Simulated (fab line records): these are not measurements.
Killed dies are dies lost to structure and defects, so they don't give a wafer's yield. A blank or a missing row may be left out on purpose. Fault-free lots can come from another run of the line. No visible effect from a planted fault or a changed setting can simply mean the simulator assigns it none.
Which of the tools did it? -- flow n5 finfet -- 31 wafers from 11 lots sampled at 6 of the route's 1938 steps

## WHAT THE GAUGES SHOWED, per wafer
N5_FIN_SAQP_OCD_MEAS_76. Usual: 119.9 nm for trench depth nm, sd 2.9.
lot,measured,on,trench depth nm (nm),flag
L984,day 2 14:00,ocd-01,120.6 119.0 120.0,
L986,day 3 02:56,ocd-01,113.8 121.4,
L987,day 3 08:28,ocd-01,121.0 124.3,
L988,day 3 15:38,ocd-01,0 0.0 0.3,OFF
L989,day 3 20:14,ocd-01,0.6 0.1 0.3,OFF
L990,day 4 03:20,ocd-01,0.5 0.3 0.2,OFF
L994,day 5 02:13,ocd-02,124.7 118.9 120.3,
L996,day 5 15:00,ocd-02,120.4 112.4 124.9,
L997,day 5 20:04,ocd-01,117.4 121.3 121.3,
L998,day 6 03:04,ocd-02,119.1 119.8 120.8,
L102,day 7 02:16,ocd-01,123.2 120.0 117.6,

N5_BEOL_M4_RC_MEAS_101. Usual: DIBL_N 35.3 mV/V, standard deviation 2.5; DIBL_P 35 mV/V, standard deviation 3.3; IOFF_N 0.15 nA/um, standard deviation 0.049; IOFF_P 0.20 nA/um, standard deviation 0.056; ION_N 673 uA/um, standard deviation 16; ION_P 462 uA/um, standard deviation 10; SS_N 71.2 mV/dec, standard deviation 0.85; SS_P 73.0 mV/dec, standard deviation 0.97; VT_N 252 mV, standard deviation 4.9; VT_P -251 mV, standard deviation 5.
lot,measured,on,DIBL_N (mV/V),DIBL_P (mV/V),IOFF_N (nA/um),IOFF_P (nA/um),ION_N (uA/um),ION_P (uA/um),SS_N (mV/dec),SS_P (mV/dec),VT_N (mV),VT_P (mV),flag
L984,day 9 03:12,prober-02,40.5 36.0 39.7,41 35 40,0.25 0.13 0.21,0.29 0.17 0.25,710 677 681,483 464 463,72.2 70.9 72.3,74.0 73.0 73.7,244 252 248,-246 -254 -248,
L986,day 9 09:36,prober-02,35.9 34.6,37 35,0.16 0.13,0.24 0.20,684 676,478 471,72.1 71.6,73.5 73.7,250 252,-249 -249,
L987,day 9 06:55,prober-02,35.2 32.3,35 32,0.13 0.09,0.17 0.13,662 655,449 454,71.6 70.1,72.9 73.1,250 256,-253 -257,
L994,day 11 05:14,prober-02,32.9 35.1 36.9,32 34 37,0.09 0.12 0.15,0.14 0.16 0.19,649 669 671,452 460 461,71.6 71.0 71.4,72.4 73.0 73.3,257 257 255,-256 -256 -251,
L996,day 11 05:06,prober-01,30.9 30.3 31.9,30 31 32,0.10 0.09 0.10,0.16 0.19 0.19,663 652 657,456 472 464,70.4 69.6 70.5,71.9 71.8 71.8,257 254 255,-247 -246 -245,
L997,day 12 03:56,prober-01,35.7 35.8 35.6,35 37 35,0.14 0.15 0.16,0.22 0.27 0.23,679 676 697,467 478 488,71.4 71.1 71.5,73.6 73.7 73.8,252 251 247,-247 -243 -243,
L998,day 12 09:24,prober-02,37.0 36.2 36.2,39 36 36,0.18 0.16 0.15,0.28 0.22 0.21,683 672 682,471 460 465,71.1 71.4 70.8,73.8 73.6 73.3,246 246 246,-245 -247 -248,
L102,day 13 04:11,prober-02,33.8 34.3 33.3,33 34 32,0.11 0.11 0.11,0.15 0.15 0.14,667 678 684,458 467 468,70.2 70.8 69.6,71.5 71.8 71.5,254 258 256,-256 -253 -257,

## EACH LOT AND THE TOOL THAT RAN IT (in order: tool; ch and the chambers of the sampled wafers; start)
lot,N5_FIN_SAQP_ETCH_65,N5_FIN_SAQP_STRIP_77,N5_FIN_SAQP_ETCH_64,N5_FIN_SAQP_FIN_ETCH_36
L984,"rie si-01 ch 0,2,3, day 2 11:56","rie diel-04 ch 1,2,3, day 2 13:35","rie si-02 ch 1,3, day 2 13:46","rie si-02 ch 1,3, day 2 13:47"
L986,"rie si-02 ch 1,3, day 3 00:43","rie diel-06 ch 1,3, day 3 02:29","rie si-01 ch 1,2, day 3 02:40","rie si-01 ch 1,2, day 3 02:41"
L987,"rie si-04 ch 0,2, day 3 06:17","rie diel-05 ch 2,3, day 3 08:02","rie si-01 ch 0,1, day 3 08:13","rie si-01 ch 0,1, day 3 08:14"
L988,"rie si-04 ch 0,2,3, day 3 13:10","rie diel-06 ch 0,3, day 3 15:13","rie si-04 ch 0,2,3, day 3 15:23","rie si-04 ch 0,2,3, day 3 15:25"
L989,"rie si-02 ch 0,1,3, day 3 18:07","rie diel-06 ch 0,1,3, day 3 19:50","rie si-01 ch 1,2,3, day 3 20:00","rie si-01 ch 1,2,3, day 3 20:01"
L990,"rie si-02 ch 0,2,3, day 4 00:59","rie diel-04 ch 2,3, day 4 02:56","rie si-04 ch 1,2,3, day 4 03:06","rie si-04 ch 1,2,3, day 4 03:07"
L994,"rie si-02 ch 0,3, day 4 23:58","rie diel-05 ch 0,1,3, day 5 01:48","rie si-01 ch 0,1, day 5 01:59","rie si-01 ch 0,1, day 5 02:00"
L996,"rie si-02 ch 1,2,3, day 5 13:04","rie diel-05 ch 0,2,3, day 5 14:35","rie si-01 ch 0,1,2, day 5 14:46","rie si-01 ch 0,1,2, day 5 14:47"
L997,"rie si-01 ch 0,2,3, day 5 18:07","rie diel-05 ch 0,1, day 5 19:39","rie si-04 ch 2,3, day 5 19:49","rie si-04 ch 2,3, day 5 19:50"
L998,"rie si-02 ch 0,1,2, day 6 01:08","rie diel-04 ch 0,1,2, day 6 02:40","rie si-04 ch 0,1,3, day 6 02:50","rie si-04 ch 0,1,3, day 6 02:51"
L102,"rie si-02 ch 1,3, day 7 00:10","rie diel-06 ch 0,3, day 7 01:51","rie si-02 ch 0,2,3, day 7 02:01","rie si-02 ch 0,2,3, day 7 02:02"
- N5_FIN_SAQP_ETCH_65: etches SiO2 in CF4, target depth 4 nm, time 4.4 s.
- N5_FIN_SAQP_STRIP_77: strips in N2/H2, time 90 s.
- N5_FIN_SAQP_ETCH_64: etches SiO2 in CF4, target depth 1.5 nm.
- N5_FIN_SAQP_FIN_ETCH_36: etches the open film in HBr/Cl2/O2, target depth 120 nm, time 50.4 s.

## AS READ BY THE TOOLS THEMSELVES (means over the sampled wafers that have a number; for cases with no such wafer, the mark the record gives instead)
N5_FIN_SAQP_ETCH_65. Usual: bias w 400.1 W, standard deviation 1.2; cf4 flow sccm 80.03 sccm, standard deviation 0.22; drypump motor current A 5.9 A, standard deviation 0.43; oes product au 1.000 a.u., standard deviation 0.025; throttle valve pct 21.84 %, standard deviation 0.15.
lot,tool,bias w (W),cf4 flow sccm (sccm),drypump motor current A (A),oes product au (a.u.),throttle valve pct (%),flag
L984,rie si-01,401.3,80.07,5.8,0.982,21.84,
L986,rie si-02,399.1,80.06,6.2,1.000,21.87,
L987,rie si-04,400.1,80.16,5.7,0.990,21.84,
L988,rie si-04,400.8,80.11,5.6,0.993,21.80,
L989,rie si-02,400.5,80.02,6.1,1.007,21.91,
L990,rie si-02,400.2,79.92,6.4,1.003,21.93,
L994,rie si-02,400.1,80.10,6.4,1.009,21.96,
L996,rie si-02,399.9,80.12,6.2,0.998,21.88,
L997,rie si-01,400.5,79.84,5.8,0.976,21.84,
L998,rie si-02,400.4,79.99,5.9,1.024,21.91,
L102,rie si-02,397.7,80.13,5.9,1.003,21.85,

N5_FIN_SAQP_STRIP_77. Usual: drypump motor current A 5.9 A, standard deviation 0.48; oes product au 0.82 a.u., standard deviation 0.087; rf vpp V 45.5 V, standard deviation 0.8; showerhead plenum p Torr 3.47 Torr, standard deviation 0.11; throttle valve pct 12.10 %, standard deviation 0.26.
lot,tool,drypump motor current A (A),oes product au (a.u.),rf vpp V (V),showerhead plenum p Torr (Torr),throttle valve pct (%),flag
L984,rie diel-04,6.1,0.84,45.2,3.53,12.11,
L986,rie diel-06,5.8,0.88,46.3,3.55,12.00,
L987,rie diel-05,5.7,0.82,46.1,3.39,11.79,
L988,rie diel-06,6.0,0.76,45.1,3.53,12.37,
L989,rie diel-06,6.0,0.83,45.0,3.54,12.16,
L990,rie diel-04,6.3,0.87,46.4,3.55,12.13,
L994,rie diel-05,5.9,0.82,45.7,3.52,12.00,
L996,rie diel-05,5.9,0.85,45.6,3.44,11.78,
L997,rie diel-05,6.0,0.83,45.3,3.54,12.21,
L998,rie diel-04,5.7,0.82,46.4,3.45,12.15,
L102,rie diel-06,5.9,0.74,45.7,3.51,12.45,

N5_FIN_SAQP_ETCH_64. Usual: bias w 400.1 W, standard deviation 1.2; cf4 flow sccm 79.99 sccm, standard deviation 0.24; drypump motor current A 5.9 A, standard deviation 0.38; oes product au 0.994 a.u., standard deviation 0.028; throttle valve pct 21.81 %, standard deviation 0.17.
lot,tool,bias w (W),cf4 flow sccm (sccm),drypump motor current A (A),oes product au (a.u.),throttle valve pct (%),flag
L984,rie si-02,399.8,79.78,5.9,0.995,21.84,
L986,rie si-01,400.2,80.00,5.8,0.972,21.69,
L987,rie si-01,399.2,79.77,5.8,1.013,21.55,
L988,rie si-04,399.4,80.12,5.6,0.989,21.79,
L989,rie si-01,400.5,80.06,5.9,0.985,21.80,
L990,rie si-04,400.1,79.86,5.7,0.990,21.82,
L994,rie si-01,400.6,80.16,5.8,1.012,21.53,
L996,rie si-01,400.1,80.08,5.7,0.981,21.66,
L997,rie si-04,400.2,79.83,5.6,0.981,21.79,
L998,rie si-04,399.9,79.98,5.7,0.989,21.72,
L102,rie si-02,400.1,79.84,6.4,1.009,21.93,

N5_FIN_SAQP_FIN_ETCH_36. Usual: HBr_flow_sccm 150.0 sccm, standard deviation 0.47; O2_flow_sccm 12.00 sccm, standard deviation 0.034; drypump motor current A 5.9 A, standard deviation 0.38; oes product au 0.995 a.u., standard deviation 0.022; throttle valve pct 36.0 %, standard deviation 0.35.
lot,tool,HBr_flow_sccm (sccm),O2_flow_sccm (sccm),drypump motor current A (A),oes product au (a.u.),throttle valve pct (%),flag
L984,rie si-02,149.5,11.99,5.9,0.983,36.1,
L986,rie si-01,149.6,11.96,5.8,0.978,36.0,
L987,rie si-01,150.4,11.95,5.7,1.010,36.0,
L988,rie si-04,-,-,-,-,-,OFF
L989,rie si-01,-,-,-,-,-,OFF
L990,rie si-04,-,-,-,-,-,OFF
L994,rie si-01,150.7,11.99,5.8,1.005,35.9,
L996,rie si-01,150.1,12.05,5.7,0.987,36.0,
L997,rie si-04,149.9,12.02,5.6,0.994,36.1,
L998,rie si-04,149.4,12.00,5.7,1.000,35.8,
L102,rie si-02,150.1,11.99,6.4,0.996,35.9,

## THE ANSWER, worked out from the rows above alone
Rule: a lot is off if the mean of its wafers that have a number lies more than 3 standard deviations from the usual mean. Also off: a lot with no number at a reading for which 4 or more lots have one. Where the step has rows for the other lots, those lots are counted as sound. The gauges are gone through in route order, then the tools' own readings, and for those a lot's mean is taken as printed above. At the first step where some lot is off, the reading lying furthest off is the one used; lots without a number count as furthest.
Off, at N5_FIN_SAQP_OCD_MEAS_76 on trench depth nm: L988, L989, L990.
If a tool, at a process step before that reading, ran all the lots that are off and no sound lot after the first of them, it fits. The gauges at N5_FIN_SAQP_OCD_MEAS_76 aren't tried: what is off there is off at N5_FIN_SAQP_FIN_ETCH_36 too, on other tools, and a gauge's error can't cause that. None of those tried fits.

## WHAT THE SIMULATOR PUT IN
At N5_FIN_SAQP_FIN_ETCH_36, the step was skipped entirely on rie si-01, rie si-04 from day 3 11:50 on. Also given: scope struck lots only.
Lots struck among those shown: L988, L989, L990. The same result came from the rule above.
